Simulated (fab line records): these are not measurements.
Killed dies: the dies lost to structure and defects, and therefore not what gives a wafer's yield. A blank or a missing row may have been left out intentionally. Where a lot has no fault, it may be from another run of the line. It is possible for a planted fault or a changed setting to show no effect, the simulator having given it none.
fab line records + flow nand-harc
record:
- lots: 6
- wafers: 18
- last-day: 27
route steps=1159 shown A_WL_FILL@817
lots that met no fault: taken from a fault-free run of the same line
start-h: hours from the record's opening day to when the first of the lot's shown wafers began + wait-h: hours since the lot's step before + " as in the row above + L1.1+2: a single row standing in for several wafers + - value missing, or start not given + * or withheld: withheld + < > ~ a bound
route shown NAME@n: names a module that has steps shown in the file, with the first one's number in the route + usual: mean/standard deviation of fault-free wafers + same: alike in all rows + chamber/n: place in a boat + sites: per-site readings + _std_site: their standard deviation + _edge_site: outer sites' mean less inner sites' + radius-mm: for every site, how far away it sits from the centre of the wafer + mask NAME#n: copy n + behind: the last tool/chamber to shape the wafer + hold: reason for holding the lot/hours on hold/outcome of the hold + device: the transistor (n, p or np) that didn't switch + end of line: the route-end tests of the same wafers + a step given without rows: its recipe and nothing more + killed: dies that structure and defects cost at the first sort, which is not the same as the wafer's yield + map: the dies of a wafer, with x for killed, . for not killed, _ for no die there
set.NAME: setting as actually run; set.NAME@STEP: the setting as run at that earlier step + model.NAME: the simulator's own value behind a step, which no gauge read
lots at selected steps of the route; one table per step, one row per wafer
services: when a tool's chamber went out of use (start-h, in hours from the record's first day, below 0 if earlier), for how many hours, and the reason
== steps ==
step: NHARC_A_WL_FILL_STRIP_28
recipe:
- time-s: 1200
- temp-c: 72.5
- chemistry: post-etch-residue-remover
step: NHARC_A_WL_FILL_PRECLEAN_06
recipe:
- time-s: 300
- chemistry: DIW
step: NHARC_A_WL_FILL_SRD_07
step: NHARC_A_WL_FILL_ANNEAL_08
recipe:
- temp-c: 450
- time-s: 1800
step: NHARC_A_WL_FILL_ALD_10
recipe:
- target-thk-a: 500
- pulse-time-s: 10
- ald-cycles: 500
- temp-c: 300
- material: SiO2
usual:
- heater-power-w: 478/44
- precursor-pulse-height-rel: 0.999/0.02
| lot.wafer | tool      | chamber | start-h | wait-h | heater-power-w | precursor-pulse-height-rel |
|-----------|-----------|---------|---------|--------|----------------|----------------------------|
| L128.2    | ald-hk-04 | 3       | 456.54  | 3.6    | 485            | 0.996                      |
| L128.1    | "         | 1       | 457.56  | 4.6    | 509            | 1.003                      |
| L128.3    | "         | 2       | "       | "      | 469            | 1.024                      |
| L124.1    | ald-hk-02 | 2       | 459.20  | 1.6    | 434            | 0.967                      |
| L124.5    | "         | 2       | 461.25  | 3.7    | 425            | 1.039                      |
| L124.6    | "         | 3       | "       | "      | 560            | 1.012                      |
| L135.3    | ald-hk-04 | 3       | 467.25  | 0.9    | 484            | 1.004                      |
| L135.4    | "         | 0       | 468.27  | 1.9    | 463            | 1.009                      |
| L135.1    | "         | 1       | 469.29  | 2.9    | 525            | 0.964                      |
| L137.3    | ald-hk-04 | 3       | 507.04  | 1.1    | 481            | 1.006                      |
| L137.2    | "         | 0       | 508.07  | 2.1    | 462            | 1.013                      |
| L137.4    | "         | 1       | 509.10  | 3.2    | 522            | 0.989                      |
| L140.2    | ald-hk-03 | 0       | 513.11  | 2.8    | 484            | 1.006                      |
| L140.1    | "         | 1       | "       | "      | 450            | 1.023                      |
| L140.5    | "         | 0       | 515.17  | 4.8    | 479            | 1.012                      |
| L139.4    | ald-hk-02 | 0       | 515.75  | 1.4    | 478            | 0.999                      |
| L139.1    | "         | 1       | "       | "      | 506            | 1.016                      |
| L139.3    | "         | 2       | "       | "      | 413            | 0.993                      |
step: NHARC_A_WL_FILL_ETCHBACK_16
recipe:
- target-depth-a: 880
- time-s: 17.6
- c4f8-flow-sccm: withheld
- o2-flow-sccm: 8
- ar-flow-sccm: withheld
- rf-w: 600
- bias-w: 800
- chemistry: C4F8/O2/Ar
usual:
- chamber-pressure-mTorr: 25.000/0.022
- oes-product-au: 0.978/0.028
- rf-vpp-V: 724/4.2
- run-length-s: 38.7/0.42
| lot.wafer | tool        | chamber | start-h | wait-h | chamber-pressure-mTorr | oes-product-au | rf-hours-counter-h | rf-vpp-V | run-length-s |
|-----------|-------------|---------|---------|--------|------------------------|----------------|--------------------|----------|--------------|
| L128.2    | rie-diel-03 | 0       | -       | -      | 25.014                 | 1.006          | 2.5                | 719      | 38.3         |
| L128.3    | "           | 1       | "       | "      | 25.013                 | 0.989          | 2.7                | 724      | 39.1         |
| L128.1    | "           | 3       | "       | "      | 24.976                 | 0.996          | 2.6                | 720      | 38.5         |
| L124.1    | rie-diel-12 | 0       | -       | -      | 24.999                 | 0.967          | 4.0                | 724      | 38.1         |
| L124.5    | "           | 3       | "       | "      | 24.982                 | 0.950          | -                  | 722      | 39.0         |
| L124.6    | "           | 0       | "       | "      | 25.031                 | 0.965          | -                  | 725      | 38.4         |
| L135.3    | rie-diel-12 | 1       | -       | -      | 25.007                 | 0.997          | 4.3                | 717      | 39.0         |
| L135.1    | "           | 3       | "       | "      | 25.006                 | 0.999          | 4.8                | 720      | 39.0         |
| L135.4    | "           | 0       | "       | "      | 25.012                 | 1.002          | 4.3                | 724      | 38.2         |
| L137.4    | rie-diel-07 | 1       | -       | -      | 24.983                 | 0.957          | 2.0                | 730      | 39.0         |
| L137.3    | "           | 3       | "       | "      | 24.990                 | 0.956          | 2.3                | 732      | 38.8         |
| L137.2    | "           | 0       | "       | "      | 24.993                 | 0.950          | 2.2                | 730      | 38.9         |
| L140.1    | rie-diel-07 | 0       | -       | -      | 25.054                 | 0.978          | 2.2                | 730      | 38.7         |
| L140.2    | "           | 1       | "       | "      | 24.979                 | 0.989          | 2.1                | 729      | 39.0         |
| L140.5    | "           | 3       | "       | "      | 25.028                 | 0.989          | -                  | 731      | 38.7         |
| L139.1    | rie-diel-03 | 2       | -       | -      | 24.995                 | 1.000          | 4.6                | 721      | 38.4         |
| L139.4    | "           | 3       | "       | "      | 24.979                 | 1.000          | 4.4                | 720      | 38.6         |
| L139.3    | "           | 1       | "       | "      | 25.018                 | 0.994          | 4.6                | 725      | 39.0         |
step: NHARC_A_WL_FILL_STRIP_29
recipe:
- time-s: 20
- o2-flow-sccm: 500
- ar-flow-sccm: 0
- bias-w: 0
- chemistry: O2
usual:
- chamber-pressure-mTorr: 59.99/0.056
- drypump-motor-current-A: 5.54/0.27
- oes-product-au: 1.000/0.006
- rf-vpp-V: 58.0/0.86
- showerhead-plenum-p-Torr: 3.57/0.14
- throttle-valve-pct: 17.037/0.0089
| lot.wafer | tool        | chamber | start-h | wait-h | chamber-pressure-mTorr | drypump-motor-current-A | oes-product-au | rf-hours-counter-h | rf-vpp-V | showerhead-plenum-p-Torr | throttle-valve-pct |
|-----------|-------------|---------|---------|--------|------------------------|-------------------------|----------------|--------------------|----------|--------------------------|--------------------|
| L128.3    | rie-diel-03 | 1       | 461.24  | 0.1    | 60.01                  | 5.68                    | 0.993          | 2.7                | 58.6     | 3.56                     | 17.029             |
| L128.1    | "           | 2       | "       | "      | 60.09                  | 5.42                    | 0.996          | 2.7                | 59.1     | 3.52                     | 17.042             |
| L128.2    | "           | 3       | "       | "      | 59.99                  | 5.52                    | 1.001          | 2.6                | 57.8     | 3.42                     | 17.031             |
| L124.1    | rie-diel-12 | 0       | 463.93  | 0.1    | 60.01                  | 5.34                    | 1.002          | 4.0                | 58.1     | 3.57                     | 17.027             |
| L124.5    | "           | 0       | "       | "      | 60.03                  | 5.33                    | 1.009          | -                  | 58.3     | 3.57                     | 17.029             |
| L124.6    | "           | 1       | "       | "      | 59.90                  | 5.70                    | 1.000          | -                  | 58.6     | 3.35                     | 17.043             |
| L135.4    | rie-diel-12 | 0       | 475.03  | 0.1    | 59.99                  | 5.32                    | 1.006          | 4.3                | 58.0     | 3.57                     | 17.025             |
| L135.3    | "           | 1       | "       | "      | 59.98                  | 5.70                    | 0.994          | 4.3                | 58.6     | 3.35                     | 17.044             |
| L135.1    | "           | 3       | "       | "      | 59.90                  | 5.09                    | 1.004          | 4.8                | 56.6     | 3.45                     | 17.037             |
| L137.2    | rie-diel-07 | 0       | 513.85  | 0.1    | 59.95                  | 5.24                    | 0.987          | 2.2                | 57.0     | 3.75                     | 17.041             |
| L137.4    | "           | 1       | "       | "      | 60.03                  | 6.07                    | 0.977          | 2.0                | 58.3     | 3.70                     | 17.035             |
| L137.3    | "           | 3       | "       | "      | 59.94                  | 5.40                    | 1.006          | 2.3                | 59.3     | 3.79                     | 17.034             |
| L140.2    | rie-diel-07 | 2       | 517.84  | 0.1    | 59.97                  | 5.64                    | 0.996          | 2.4                | 58.1     | 3.65                     | 17.028             |
| L140.1    | "           | 3       | "       | "      | 59.95                  | 5.41                    | 1.004          | 2.4                | 59.5     | 3.79                     | 17.060             |
| L140.5    | "           | 2       | "       | "      | 59.95                  | 5.64                    | 1.001          | -                  | 58.1     | 3.65                     | 17.032             |
| L139.4    | rie-diel-03 | 0       | 519.99  | 0.1    | 59.96                  | 5.97                    | 1.007          | 4.4                | 57.2     | 3.42                     | 17.041             |
| L139.3    | "           | 1       | "       | "      | 60.04                  | 5.68                    | 1.000          | 4.6                | 57.4     | 3.56                     | 17.040             |
| L139.1    | "           | 2       | "       | "      | 59.83                  | 5.43                    | 0.997          | 4.6                | 58.7     | 3.52                     | 17.043             |
step: NHARC_A_WL_FILL_ETCHBACK_17
recipe:
- target-depth-a: 40
- time-s: 26.7
- chemistry: Cl2/BCl3
usual:
- chamber-pressure-mTorr: 10.000/0.0091
- drypump-motor-current-A: 5.7/0.46
- oes-product-au: 0.994/0.0083
- run-length-s: 47.8/0.44
| lot.wafer | tool         | chamber | start-h | wait-h | chamber-pressure-mTorr | drypump-motor-current-A | oes-product-au | rf-hours-counter-h | run-length-s |
|-----------|--------------|---------|---------|--------|------------------------|-------------------------|----------------|--------------------|--------------|
| L128.1    | rie-metal-02 | 1       | 461.33  | -      | 9.998                  | 4.8                     | 0.979          | 2.4                | 48.1         |
| L128.2    | "            | 0       | "       | "      | 10.007                 | 6.2                     | 0.997          | 2.4                | 48.6         |
| L128.3    | "            | 0       | "       | "      | 10.004                 | 6.2                     | 1.002          | -                  | 48.0         |
| L124.1    | rie-metal-01 | 1       | 464.02  | -      | 9.994                  | 6.0                     | 0.985          | 3.3                | 47.1         |
| L124.6    | "            | 1       | "       | "      | 10.006                 | 6.0                     | 0.983          | -                  | 47.2         |
| L124.5    | "            | 0       | "       | "      | 9.997                  | 5.6                     | 0.990          | -                  | 47.4         |
| L135.1    | rie-metal-03 | 1       | 475.14  | -      | 10.005                 | 5.9                     | 1.008          | 0.3                | 48.1         |
| L135.3    | "            | 0       | "       | "      | 9.998                  | 5.3                     | 0.988          | -                  | 47.6         |
| L135.4    | "            | 1       | "       | "      | 10.015                 | 6.0                     | 0.993          | -                  | 48.6         |
| L137.2    | rie-metal-02 | 0       | 514.00  | -      | 10.001                 | 6.2                     | 0.997          | 4.0                | 48.2         |
| L137.3    | "            | 1       | "       | "      | 10.000                 | 4.8                     | 0.977          | -                  | 48.4         |
| L137.4    | "            | 0       | "       | "      | 9.992                  | 6.2                     | 0.986          | -                  | 47.7         |
| L140.2    | rie-metal-03 | 0       | 517.92  | -      | 10.021                 | 5.4                     | 0.999          | 1.1                | 47.7         |
| L140.1    | "            | 1       | "       | "      | 10.003                 | 5.9                     | 0.995          | 1.1                | 48.0         |
| L140.5    | "            | 1       | "       | "      | 10.007                 | 5.9                     | 1.001          | -                  | 48.4         |
| L139.1    | rie-metal-03 | 0       | 520.07  | -      | 9.988                  | 5.4                     | 1.006          | 1.2                | 47.7         |
| L139.3    | "            | 0       | "       | "      | 9.995                  | 5.4                     | 1.011          | -                  | 47.8         |
| L139.4    | "            | 1       | "       | "      | 10.001                 | 6.0                     | 1.004          | -                  | 48.2         |
step: NHARC_A_WL_FILL_PRECLEAN_18
recipe:
- time-s: 30
- chemistry: dHF
step: NHARC_A_WL_FILL_SRD_21
step: NHARC_A_WL_FILL_CVD_23
recipe:
- target-thk-a: 400
- temp-c: 620
- pressure-mtorr: 200
- time-s: 800
- material: poly-Si
step: NHARC_A_WL_FILL_ETCHBACK_26
recipe:
- target-depth-a: 520
- time-s: 13.3
- hbr-flow-sccm: 150
- rf-w: 350
- icp-w: 350
- bias-w: 60
- chemistry: HBr
usual:
- chamber-pressure-mTorr: 15.000/0.013
- drypump-motor-current-A: 5.9/0.4
- hbr-flow-sccm: 150.0/0.44
- oes-product-au: 0.998/0.0074
- run-length-s: 34.5/0.44
- throttle-valve-pct: 23.265/0.0092
| lot.wafer | tool      | chamber | start-h | wait-h | chamber-pressure-mTorr | drypump-motor-current-A | hbr-flow-sccm | oes-product-au | rf-hours-counter-h | run-length-s | throttle-valve-pct |
|-----------|-----------|---------|---------|--------|------------------------|-------------------------|---------------|----------------|--------------------|--------------|--------------------|
| L128.2    | rie-si-01 | 2       | 466.35  | 0.4    | 14.984                 | 6.3                     | 150.4         | 0.998          | 0.7                | 33.9         | 23.264             |
| L128.1    | "         | 0       | "       | "      | 15.032                 | 6.5                     | 150.0         | 0.998          | 0.5                | 33.9         | 23.264             |
| L128.3    | "         | 1       | "       | "      | 14.992                 | 5.5                     | 149.9         | 0.999          | 0.7                | 35.2         | 23.264             |
| L124.1    | rie-si-03 | 0       | 469.00  | 0.4    | 15.008                 | 5.8                     | 150.0         | 0.999          | 0.8                | 34.4         | 23.264             |
| L124.6    | "         | 2       | "       | "      | 15.009                 | 6.2                     | 150.5         | 0.991          | -                  | 34.8         | 23.273             |
| L124.5    | "         | 3       | "       | "      | 15.018                 | 5.2                     | 150.4         | 1.006          | -                  | 34.8         | 23.275             |
| L135.3    | rie-si-01 | 3       | 480.51  | 0.4    | 14.990                 | 5.4                     | 149.2         | 1.000          | 0.8                | 30.2         | 23.281             |
| L135.4    | "         | 1       | "       | "      | 15.000                 | 5.5                     | 149.5         | 0.997          | 0.9                | 34.7         | 23.270             |
| L135.1    | "         | 2       | "       | "      | 14.981                 | 6.3                     | 150.2         | 0.992          | 0.8                | 30.0         | 23.269             |
| L137.4    | rie-si-01 | 1       | 519.21  | 0.4    | 15.018                 | 5.5                     | 149.9         | 0.991          | 1.1                | 34.7         | 23.276             |
| L137.3    | "         | 2       | "       | "      | 14.989                 | 6.3                     | 150.8         | 0.989          | 1.1                | 30.1         | 23.290             |
| L137.2    | "         | 0       | "       | "      | 14.993                 | 6.5                     | 150.6         | 1.000          | 0.9                | 33.7         | 23.261             |
| L140.1    | rie-si-06 | 2       | 523.13  | 0.4    | 14.983                 | 6.0                     | 150.9         | 0.992          | 1.0                | 34.9         | 23.266             |
| L140.2    | "         | 1       | "       | "      | 14.986                 | 6.1                     | 150.3         | 0.991          | 1.1                | 34.2         | 23.252             |
| L140.5    | "         | 2       | "       | "      | 15.010                 | 6.0                     | 150.0         | 0.998          | -                  | 34.8         | 23.262             |
| L139.4    | rie-si-06 | 2       | 523.21  | 0.4    | 15.020                 | 6.0                     | 149.9         | 0.999          | 1.0                | 35.0         | 23.273             |
| L139.1    | "         | 3       | "       | "      | 14.998                 | 6.1                     | 149.8         | 0.998          | 1.0                | 35.6         | 23.285             |
| L139.3    | "         | 0       | "       | "      | 15.016                 | 5.4                     | 149.9         | 0.998          | 1.1                | 34.9         | 23.255             |
step: NHARC_A_WL_FILL_PRECLEAN_30
recipe:
- time-s: 10
- chemistry: dHF
== services ==
| tool         | chamber | start-h | hours | kind   |
|--------------|---------|---------|-------|--------|
| rie-diel-12  | 0       | 437.43  | -     | clean  |
| rie-diel-12  | 1       | 437.43  | -     | clean  |
| rie-diel-12  | 2       | 437.43  | -     | clean  |
| rie-diel-12  | 3       | 437.43  | -     | clean  |
| rie-diel-07  | 0       | 438.70  | -     | clean  |
| rie-diel-07  | 1       | 438.70  | -     | clean  |
| rie-diel-07  | 2       | 438.70  | -     | clean  |
| rie-diel-07  | 3       | 438.70  | -     | clean  |
| rie-metal-03 | -       | 449.30  | 0.1   | repair |
| rie-diel-03  | 0       | 450.30  | -     | clean  |
| rie-diel-03  | 1       | 450.30  | -     | clean  |
| rie-diel-03  | 2       | 450.30  | -     | clean  |
| rie-diel-03  | 3       | 450.30  | -     | clean  |
| rie-metal-03 | -       | 453.00  | 9.0   | pm     |
| rie-diel-12  | 0       | 461.93  | -     | clean  |
| rie-metal-02 | -       | 468.73  | 0.3   | repair |
| rie-si-06    | -       | 482.57  | 0.7   | repair |
| rie-diel-07  | 3       | 491.53  | 4.2   | repair |
| ald-hk-03    | -       | 503.11  | 10.0  | pm     |
| ald-hk-02    | -       | 505.24  | 1.3   | repair |
| rie-metal-01 | -       | 509.00  | 9.0   | pm     |
| rie-diel-03  | 3       | 511.68  | 5.4   | repair |
| rie-si-03    | -       | 518.72  | 9.0   | pm     |
| rie-si-01    | -       | 521.81  | 9.0   | pm     |
== key ==
first-sign:
- step: NHARC_A_WL_FILL_ETCHBACK_26
- reading: run-length-s
- direction: down
- sigmas: 10
- usual: *
- struck: *
effect none on later readings
met-at NHARC_A_WL_FILL_ETCHBACK_26
struck-wafers L135.1,L135.3,L137.3
tester-left-out L135,L137
onset-between 466.35 480.51
fault:
- kind: process-parameter-drift
- tool: rie-si-01
- chamber: -
- onset-h: 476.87
- steps: NHARC_A_WL_FILL_ETCHBACK_26
- channel: time-s
- offset: *
- shape: step
- end-h: 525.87
- scope: struck-wafers-only
- acts-in: *
- stated: *
tester-left-out: of these lots the tester's yield and bins aren't shown, on N5 and GAA mostly nor the transistor test; their killed dies are dies lost to structure and defects alone, not to doping, threshold or leakage, so they don't give the yield
